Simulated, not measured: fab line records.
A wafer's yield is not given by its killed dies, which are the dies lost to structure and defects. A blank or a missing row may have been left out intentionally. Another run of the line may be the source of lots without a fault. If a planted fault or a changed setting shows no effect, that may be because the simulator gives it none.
fab line records    flow nandHarc    part 2 of 2: steps 5 to 6 of 6
record: lots: 23  wafers: 69  lastDay: 25
route steps=1159 shown A_STAIRCASE@692 A_SGD_CUT@772 A_SLIT@795
lots untouched by any fault: they come from a run of this same line in which no faults occurred
startH: the number of hours between the record's first day and the start of the first shown wafer of the lot    waitH: how many hours have passed since the lot's step before this one    " the same as in the row above    L1.1+2: several wafers, shown together as one row    - no value, or no start was given    * or withheld: withheld    < > ~ a bound
route shown NAME@n: names a module that has steps shown in the file, with the first one's number in the route    usual: average and standard deviation across the fault-free wafers    same: alike in all rows    chamber/n: place in a boat    sites: the reading at each site    _std_site: standard deviation across them    _edge_site: the outer-site mean with the inner-site mean subtracted    radiusMm: for every site, how far away it sits from the centre of the wafer    mask NAME#n: copy n    behind: tool/chamber where the wafer was last shaped    hold: cause of the lot's hold/its duration in hours/its outcome    device: the transistor (n, p or np) that didn't switch    end of line: the same wafers' tests at the end of the route    a step given without rows: its recipe and nothing more    killed: the dies lost at the first sort to structure and to defects; this is not the yield of the wafer    map: per-die view of a wafer (x killed, . not killed, _ where there is no die)
set.NAME: the setting that was run; set.NAME@STEP: the one run at that earlier step    model.NAME: the simulator's own value behind a step, which no gauge read
a sample of lots followed through the steps of the route, with each step as a table and each wafer as a row
services: when a tool's chamber went out of use (startH, in hours from the record's first day, below 0 if earlier), for how many hours, and the reason
== steps ==
step: NHARC_A_SGD_CUT_ETCHBACK_24
recipe: targetDepthA: 500  overEtchFrac: 0.3  timeS: 92.857  ionEnergyEv: 120  ch3fFlowSccm: 50  o2FlowSccm: 30  arFlowSccm: 200  rfW: 500  biasW: 100  chemistry: CH3F/O2
usual: drypumpMotorCurrentA: 5.6/0.52  oesProductAu: 0.96/0.037  rfVppV: 244.1/1.7  showerheadPlenumPTorr: 2.44/0.11  throttleValvePct: 20.662/0.0091
same: timeS: 92.857
lot.wafer  tool        chamber  startH  waitH  drypumpMotorCurrentA  oesProductAu  rfHoursCounterH  rfVppV  showerheadPlenumPTorr  throttleValvePct
L075.2     rieDiel-06  0        306.17  0.2    4.8                   1.00          4                242.0   2.30                   20.649
L075.4     "           1        "       "      5.7                   1.01          6                243.9   2.36                   20.664
L075.3     "           2        "       "      6.3                   0.98          6                244.5   2.56                   20.646
L074.1     rieDiel-05  3        306.19  0.2    5.6                   0.96          10               244.0   2.40                   20.668
L074.6     "           1        "       "      6.6                   0.96          -                245.7   2.45                   20.662
L074.5     "           2        "       "      5.8                   0.97          -                245.5   2.49                   20.648
L077.4     rieDiel-05  2        329.15  0.1    5.7                   0.93          13               245.0   2.49                   20.649
L077.3     "           3        "       "      5.7                   0.92          12               241.9   2.39                   20.675
L077.6     "           1        "       "      6.5                   0.93          -                244.1   2.45                   20.671
L081.1     rieDiel-12  1        341.87  0.1    4.9                   1.02          16               241.2   2.28                   20.651
L081.4     "           3        "       "      5.7                   0.98          15               243.5   2.47                   20.663
L081.3     "           0        "       "      5.4                   0.99          11               243.4   2.32                   20.657
L080.2     rieDiel-06  3        341.91  0.2    5.5                   0.93          7                243.3   2.41                   20.652
L080.5     "           1        "       "      5.7                   0.94          -                241.5   2.36                   20.648
L080.6     "           2        "       "      6.3                   0.91          -                246.0   2.56                   20.653
L079.4     rieDiel-12  1        342.01  0.3    4.9                   1.02          16               242.7   2.28                   20.671
L079.6     "           2        "       "      5.4                   1.00          -                247.2   2.63                   20.671
L079.5     "           3        "       "      5.7                   0.99          -                244.1   2.47                   20.679
L078.2     rieDiel-06  3        342.06  0.2    5.5                   0.99          7                244.5   2.41                   20.676
L078.5     "           3        "       "      5.5                   1.00          -                243.5   2.41                   20.673
L078.6     "           0        "       "      4.7                   1.02          -                241.9   2.30                   20.662
L083.4     rieDiel-12  2        364.02  0.1    5.4                   1.00          17               248.3   2.63                   20.653
L083.1     "           3        "       "      5.7                   0.97          17               244.8   2.47                   20.661
L083.6     "           1        "       "      4.9                   0.99          -                241.0   2.28                   20.664
L082.2     rieDiel-05  2        374.10  0.2    5.7                   0.93          3                245.0   2.48                   20.672
L082.5     "           2        "       "      5.7                   0.93          -                244.7   2.48                   20.647
L082.6     "           3        "       "      5.7                   0.92          -                241.0   2.39                   20.663
L084.4     rieDiel-06  3        374.12  0.2    5.5                   0.95          10               243.0   2.41                   20.674
L084.5     "           0        "       "      4.7                   0.97          -                241.3   2.30                   20.654
L084.6     "           1        "       "      5.7                   0.98          -                244.7   2.36                   20.656
L086.1     rieDiel-06  2        392.59  0.1    6.3                   0.92          12               244.7   2.55                   20.658
L086.3     "           0        "       "      4.8                   0.93          11               242.5   2.30                   20.657
L086.2     "           1        "       "      5.7                   0.95          12               244.3   2.36                   20.652
L085.2     rieDiel-05  3        392.59  0.1    5.7                   0.92          5                240.9   2.39                   20.680
L085.3     "           2        "       "      5.8                   0.93          5                245.6   2.48                   20.658
L085.5     "           0        "       "      5.0                   0.92          -                245.6   2.60                   20.654
L088.1     rieDiel-06  1        392.73  0.2    5.6                   1.03          12               243.5   2.36                   20.648
L088.5     "           2        "       "      6.3                   0.99          -                246.9   2.55                   20.665
L088.6     "           3        "       "      5.5                   1.00          -                244.1   2.41                   20.664
L087.1     rieDiel-05  2        392.78  0.2    5.8                   1.01          5                244.4   2.48                   20.663
L087.4     "           3        "       "      5.6                   0.99          5                243.8   2.39                   20.669
L087.5     "           1        "       "      6.6                   1.00          -                244.9   2.45                   20.649
L090.3     rieDiel-12  0        411.02  0.1    5.5                   0.99          2                241.2   2.31                   20.651
L090.6     "           0        "       "      5.5                   0.97          -                243.2   2.31                   20.655
L090.5     "           1        "       "      4.9                   1.02          -                241.3   2.28                   20.670
L089.1     rieDiel-06  2        411.03  0.2    6.3                   0.99          14               246.5   2.55                   20.668
L089.2     "           3        "       "      5.5                   1.00          12               243.2   2.41                   20.661
L089.5     "           1        "       "      5.7                   1.02          -                240.8   2.36                   20.641
L092.2     rieDiel-12  0        423.86  0.1    5.4                   0.91          3                243.1   2.31                   20.671
L092.3     "           2        "       "      5.4                   0.91          3                247.0   2.62                   20.668
L092.6     "           0        "       "      5.4                   0.90          -                241.9   2.31                   20.664
L091.1     rieDiel-12  0        423.98  0.3    5.5                   0.90          3                241.4   2.31                   20.667
L091.4     "           1        "       "      4.9                   0.94          3                241.1   2.28                   20.662
L091.6     "           2        "       "      5.4                   0.92          -                247.7   2.62                   20.657
L093.3     rieDiel-05  0        424.05  0.3    5.0                   0.93          8                247.3   2.60                   20.657
L093.4     "           1        "       "      6.5                   0.92          8                243.9   2.44                   20.675
L093.6     "           3        "       "      5.6                   0.92          -                244.2   2.39                   20.666
L094.4     rieDiel-05  1        441.99  0.1    6.5                   0.93          10               243.4   2.44                   20.669
L094.3     "           2        "       "      5.8                   0.94          10               246.0   2.48                   20.654
L094.1     "           3        "       "      5.6                   0.94          10               244.2   2.39                   20.658
L096.1     rieDiel-06  2        452.97  0.1    6.3                   0.95          2                245.4   2.55                   20.661
L096.2     "           3        "       "      5.5                   0.93          2                244.6   2.41                   20.671
L096.5     "           2        "       "      6.3                   0.94          -                246.0   2.55                   20.658
L095.2     rieDiel-05  1        453.03  0.1    6.6                   0.92          11               243.8   2.44                   20.664
L095.4     "           3        "       "      5.7                   0.93          11               244.8   2.39                   20.655
L095.5     "           1        "       "      6.6                   0.93          -                243.7   2.44                   20.669
L097.3     rieDiel-06  2        464.34  0.2    6.3                   0.98          2                245.3   2.55                   20.674
L097.2     "           3        "       "      5.5                   0.93          3                243.8   2.41                   20.665
L097.5     "           3        "       "      5.5                   0.93          -                244.1   2.41                   20.670
step: NHARC_A_SLIT_ETCH_15
recipe: targetDepthA: 32000  overEtchFrac: 0.3  timeS: 832  ionEnergyEv: 150  o2FlowSccm: 400  cosFlowSccm: 20  arFlowSccm: 0  rfW: 500  biasW: 300  chemistry: O2/COS
usual: drypumpMotorCurrentA: 6.0/0.43  oesProductAu: 1.001/0.0099  rfVppV: 314.8/2  showerheadPlenumPTorr: 3.17/0.11  throttleValvePct: 28.330/0.0086
same: timeS: 832
lot.wafer  tool        chamber  startH  waitH  drypumpMotorCurrentA  oesProductAu  rfHoursCounterH  rfVppV  showerheadPlenumPTorr  throttleValvePct
L075.4     rieDiel-07  0        -       -      5.3                   1.020         7                314.9   3.22                   28.327
L075.3     "           1        "       "      5.9                   1.003         6                317.4   3.31                   28.335
L075.2     "           3        "       "      5.4                   1.011         6                312.3   3.03                   28.334
L074.1     rieDiel-04  0        -       -      6.1                   1.015         2                315.8   3.19                   28.333
L074.5     "           0        "       "      6.1                   1.008         -                315.4   3.19                   28.335
L074.6     "           1        "       "      6.3                   0.992         -                315.1   3.18                   28.346
L077.3     rieDiel-11  1        -       -      6.6                   1.021         9                311.2   2.95                   28.339
L077.4     "           3        "       "      5.1                   1.005         8                316.2   3.34                   28.332
L077.6     "           0        "       "      6.0                   1.003         -                315.8   3.27                   28.324
L080.2     rieDiel-04  1        -       -      6.3                   0.998         5                315.1   3.18                   28.333
L080.6     "           3        "       "      6.2                   0.993         -                314.9   3.21                   28.325
L080.5     "           0        "       "      6.1                   1.008         -                315.8   3.19                   28.333
L081.3     rieDiel-04  3        -       -      6.2                   1.002         5                315.4   3.21                   28.325
L081.1     "           0        "       "      6.1                   1.017         5                315.3   3.19                   28.333
L081.4     "           1        "       "      6.3                   1.004         5                315.1   3.18                   28.336
L079.4     rieDiel-11  0        -       -      6.1                   1.006         10               316.8   3.27                   28.345
L079.5     "           3        "       "      5.2                   0.997         -                316.4   3.34                   28.329
L079.6     "           0        "       "      6.0                   1.010         -                317.1   3.27                   28.341
L078.2     rieDiel-11  0        -       -      6.0                   1.000         11               315.4   3.27                   28.336
L078.6     "           0        "       "      6.0                   1.001         -                315.2   3.27                   28.322
L078.5     "           1        "       "      6.6                   1.013         -                312.3   2.95                   28.311
L083.4     rieDiel-04  1        -       -      6.3                   0.991         6                315.7   3.18                   28.328
L083.1     "           3        "       "      6.2                   0.994         6                315.7   3.21                   28.328
L083.6     "           2        "       "      6.3                   0.999         -                313.0   3.13                   28.330
L084.5     rieDiel-04  1        -       -      6.3                   0.994         -                314.5   3.18                   28.321
L084.4     "           2        "       "      6.3                   1.002         -                315.3   3.13                   28.326
L084.6     "           3        "       "      6.2                   1.000         -                317.6   3.20                   28.332
L082.2     rieDiel-11  3        -       -      5.1                   1.003         0                317.0   3.34                   28.328
L082.6     "           3        "       "      5.1                   0.997         -                316.3   3.34                   28.326
L082.5     "           0        "       "      6.0                   0.992         -                316.0   3.27                   28.334
L085.2     rieDiel-07  2        -       -      5.7                   0.988         11               310.3   2.93                   28.335
L085.3     "           0        "       "      5.3                   0.999         12               314.6   3.21                   28.317
L085.5     "           3        "       "      5.4                   1.003         -                313.0   3.03                   28.314
L086.2     rieDiel-07  3        -       -      5.4                   1.014         12               313.1   3.03                   28.337
L086.1     "           0        "       "      5.3                   1.021         13               316.2   3.21                   28.343
L086.3     "           1        "       "      5.8                   0.998         12               317.2   3.30                   28.329
L088.1     rieDiel-04  1        -       -      6.3                   1.006         8                313.1   3.18                   28.333
L088.6     "           0        "       "      6.2                   1.003         -                315.8   3.18                   28.321
L088.5     "           1        "       "      6.3                   0.995         -                313.5   3.18                   28.330
L087.1     rieDiel-04  1        -       -      6.4                   1.009         9                315.6   3.18                   28.311
L087.5     "           2        "       "      6.3                   0.991         -                314.3   3.13                   28.334
L087.4     "           0        "       "      6.1                   1.003         -                315.2   3.18                   28.342
L089.1     rieDiel-11  3        -       -      5.1                   0.996         3                318.4   3.34                   28.344
L089.2     "           0        "       "      6.1                   0.983         3                316.1   3.27                   28.320
L089.5     "           3        "       "      5.1                   1.001         -                317.4   3.33                   28.316
L090.3     rieDiel-04  1        -       -      6.3                   1.003         11               315.6   3.18                   28.345
L090.6     "           1        "       "      6.3                   0.995         -                314.9   3.18                   28.353
L090.5     "           2        "       "      6.3                   0.986         -                314.4   3.13                   28.335
L092.3     rieDiel-04  3        -       -      6.2                   0.989         10               315.6   3.20                   28.325
L092.2     "           1        "       "      6.3                   0.989         12               315.0   3.18                   28.321
L092.6     "           3        "       "      6.2                   0.995         -                314.6   3.20                   28.327
L091.1     rieDiel-11  1        -       -      6.6                   1.009         3                311.3   2.95                   28.346
L091.4     "           2        "       "      5.9                   0.979         4                314.5   3.14                   28.335
L091.6     "           2        "       "      5.9                   0.992         -                314.0   3.14                   28.324
L093.3     rieDiel-04  0        -       -      6.1                   1.023         11               315.2   3.18                   28.331
L093.4     "           2        "       "      6.3                   1.008         10               314.2   3.13                   28.338
L093.6     "           0        "       "      6.1                   1.024         -                314.6   3.18                   28.330
L094.3     rieDiel-11  3        -       -      5.2                   0.995         5                316.8   3.33                   28.331
L094.4     "           0        "       "      6.0                   0.993         4                315.3   3.27                   28.325
L094.1     "           1        "       "      6.6                   1.004         4                311.3   2.95                   28.326
L096.2     rieDiel-07  1        -       -      5.9                   0.982         2                317.2   3.30                   28.337
L096.1     "           3        "       "      5.4                   1.002         2                313.7   3.02                   28.332
L096.5     "           1        "       "      5.9                   0.997         -                318.1   3.30                   28.316
L095.4     rieDiel-11  2        -       -      5.9                   0.995         5                315.8   3.13                   28.324
L095.2     "           1        "       "      6.6                   1.023         4                310.9   2.95                   28.340
L095.5     "           2        "       "      5.9                   0.998         -                314.2   3.13                   28.333
L097.2     rieDiel-11  3        -       -      5.1                   0.987         6                318.7   3.33                   28.344
L097.3     "           0        "       "      6.1                   0.992         6                315.7   3.27                   28.339
L097.5     "           2        "       "      5.9                   0.990         -                313.1   3.13                   28.346
== services ==
tool        chamber  startH  hours  kind
rieDiel-11  1        238.23  3.3    repair
rieDiel-02  2        255.85  4.5    repair
rieDiel-04  -        288.92  9.0    pm
cmp-04      -        301.00  4.0    pm
rieDiel-04  2        310.00  5.4    repair
rieDiel-02  0        311.50  2.3    repair
rieDiel-02  -        328.17  9.0    pm
cmp-04      -        351.43  4.7    repair
cmp-04      -        368.02  1.4    repair
rieDiel-04  0        374.74  6.6    repair
rieDiel-02  1        377.35  2.2    repair
rieDiel-04  3        389.28  15.7   repair
rieDiel-03  -        392.41  9.0    pm
cmp-04      -        397.24  1.0    repair
cmp-04      -        399.00  4.0    pm
rieDiel-09  2        401.69  12.6   repair
rieDiel-09  2        428.25  14.1   repair
rieDiel-09  -        431.26  9.0    pm
rieDiel-03  3        438.14  1.9    repair
rieDiel-04  3        444.79  35.0   repair
rieDiel-09  3        453.44  1.9    repair
rieDiel-03  2        457.71  3.9    repair
rieDiel-09  -        461.79  0.3    repair
rieDiel-04  -        465.92  9.0    pm
